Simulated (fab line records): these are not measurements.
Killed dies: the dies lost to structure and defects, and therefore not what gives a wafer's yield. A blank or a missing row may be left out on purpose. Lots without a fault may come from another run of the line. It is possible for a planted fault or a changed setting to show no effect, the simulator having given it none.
A lot that was struck, set against a sound lot :: flow n5_finfet :: 36 out of 1938 route steps
Sound: the wafers L104.1, L104.3, L104.5. Struck: wafer L994.3 (left out: L994.1, L994.5 of the same lot, which were not struck); the cause appears at the end.
Order at every step that has rows: each side's tool, ch and its chambers, its first start. Under that, the readings that differ: sound wafers :: struck wafers :: difference of the means :: sigmas: that difference in standard deviations of wafers without a fault.
alike: same words and numbers on both sides, and readings whose means sit less than 2 such deviations apart. not compared: any withheld reading, any reading some wafer has no value for, any bound like >300 that may hide the same value, and any number with overlapping values for which the record gives no deviation.
A row with sigmas, a row that says differs or no value, or rows on one side alone: a step with any of these is where the two part. When numbers do not overlap yet have no deviation, they are printed without sigmas and do not part them. A reading that every wafer of one side lacks parts them only if that side has two wafers or more.

first, 9 steps without rows for these wafers: N5_BEOL_M12_PRE_CLEAN_42 (time 30 s); N5_BEOL_M12_SPUTTER_43 (material TaN, target thk 15 nm, time 24.19 s); N5_BEOL_M12_SPUTTER_44 (material Ta, target thk 10 nm, time 16.13 s); N5_BEOL_M12_SPUTTER_45 (material Cu, target thk 80 nm, time 13.33 s); N5_BEOL_M12_ECD_47 (material Cu, target thk 720 nm); N5_BEOL_M12_ANNEAL_48 (time 90 s); N5_BEOL_M12_CMP_49 (polishes, stops on SiOC, t overpolish 20.6 s, target thk 320 nm); N5_BEOL_M12_PRE_CLEAN_52 (time 15 s); N5_BEOL_M12_DEP_53 (deposits SiCN from 3MS/NH3, target thk 30 nm, time 10.5 s).
N5_BEOL_M13_ILD_DEP_00: deposits SiOC from DEMS/O2, target thk 837.92 nm, time 166.4 s.
  sound on pecvd-02 ch 0,1, day 15 14:22; struck on pecvd-02 ch 1, day 12 17:51
reading: run_length_s (s)
sound: 211.4 211.5 211.7
struck: 206.5
difference: -5.0
sigmas: -10

reading: model.SiOC_of_BEOL_M13_ILD_DEP_00.thk_nm (nm)
sound: 835.6 847 844.4
struck: 814.8
difference: -27.5
sigmas: 
  alike: heater_power_outer_w, heater_power_w, showerhead_plenum_p_Torr, showerhead_vpp_V, throttle_valve_pct
then, 10 steps without rows for these wafers: N5_BEOL_M13_COAT_58 (time 60 s, resist thk 89 nm); N5_BEOL_M13_COAT_04 (resist thk 400 nm); N5_BEOL_M13_EBR_06; N5_BEOL_M13_SOFTBAKE_05 (time 60 s); N5_BEOL_M13_EXPOSE_07 (exposes mask V12); N5_BEOL_M13_PEB_08 (peb time 90 s); N5_BEOL_M13_DEVELOP_09 (develop time 45 s); N5_BEOL_M13_HARDBAKE_14 (time 120 s); N5_BEOL_M13_DESCUM_15 (chemistry O2, time 7.9 s); N5_BEOL_M13_ETCH_59 (etches BARC in N2/H2, target depth 89 nm, overetch 26.7 nm, time 67.9 s).
N5_BEOL_M13_VIA_ETCH_16: etches SiOC in C4F8/O2/Ar, target depth 921.7 nm.
  sound on rie_diel-04 ch 1,2, day 15 15:07; struck on rie_diel-04 ch 0, day 12 18:37
reading: model.etch.depth_nm (nm)
sound: 835.6 847 844.4
struck: 814.7
difference: -27.6
sigmas: 

reading: model.coat_of_BEOL_M13_COAT_04.thk_nm (nm)
sound: 68.4 67.6 65.8
struck: 78
difference: +11
sigmas: 
  alike: drypump_motor_current_A, oes_product_au, rf_vpp_V, showerhead_plenum_p_Torr, throttle_valve_pct
then, 13 steps without rows for these wafers: N5_BEOL_M13_STRIP_63 (strips in N2/H2); N5_BEOL_M13_STRIP_64 (strips in N2/H2); N5_BEOL_M13_STRIP_71 (strips in post etch residue remover, time 60 s); N5_BEOL_M13_SRD_72 (time 30 s, dry time 30 s); N5_BEOL_M13_COAT_65 (time 60 s, resist thk 350 nm); N5_BEOL_M13_COAT_66 (time 60 s, resist thk 110 nm); N5_BEOL_M13_COAT_22 (resist thk 300 nm); N5_BEOL_M13_EBR_24; N5_BEOL_M13_SOFTBAKE_23 (time 60 s); N5_BEOL_M13_EXPOSE_25 (exposes mask M13, target cd 210 nm); N5_BEOL_M13_PEB_26 (peb time 90 s); N5_BEOL_M13_DEVELOP_27 (develop time 45 s); N5_BEOL_M13_HARDBAKE_32 (time 120 s).
N5_BEOL_M13_CMP_49: polishes, stops on SiOC, t overpolish 17.1 s, target thk 420 nm.
  sound on cmp-01 ch 0,1,3, day 15 18:40; struck on cmp-02 ch 0, day 12 22:41
reading: motor_current_A (A)
sound: 6.4 7.3 6.0
struck: 5.2
difference: -1.4
sigmas: -2

reading: retaining_ring_pressure_frac
sound: 0.993 0.990 0.999
struck: 1.009
difference: +0.015
sigmas: +3

reading: model.SiOC_of_BEOL_M13_ILD_DEP_00.thk_nm (nm)
sound: 777.2 790.4 787
struck: 756.4
difference: -28.5
sigmas: 
  alike: barrier_field_endpoint_s, clearing_platen_down_force_psi, edge_zone_pressure_frac, overpolish_run_s, platen_rpm
following that, these wafers have no rows for 1 step: N5_PASSIVATION_PROBE_49.

## WHERE THEY PART
Last at N5_BEOL_M13_CMP_49 as far as this record goes, first at N5_BEOL_M13_ILD_DEP_00.

WHY: the cause the simulator had injected
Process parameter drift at N5_BEOL_M13_ILD_DEP_00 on pecvd-02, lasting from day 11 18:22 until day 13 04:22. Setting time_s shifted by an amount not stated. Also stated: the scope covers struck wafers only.
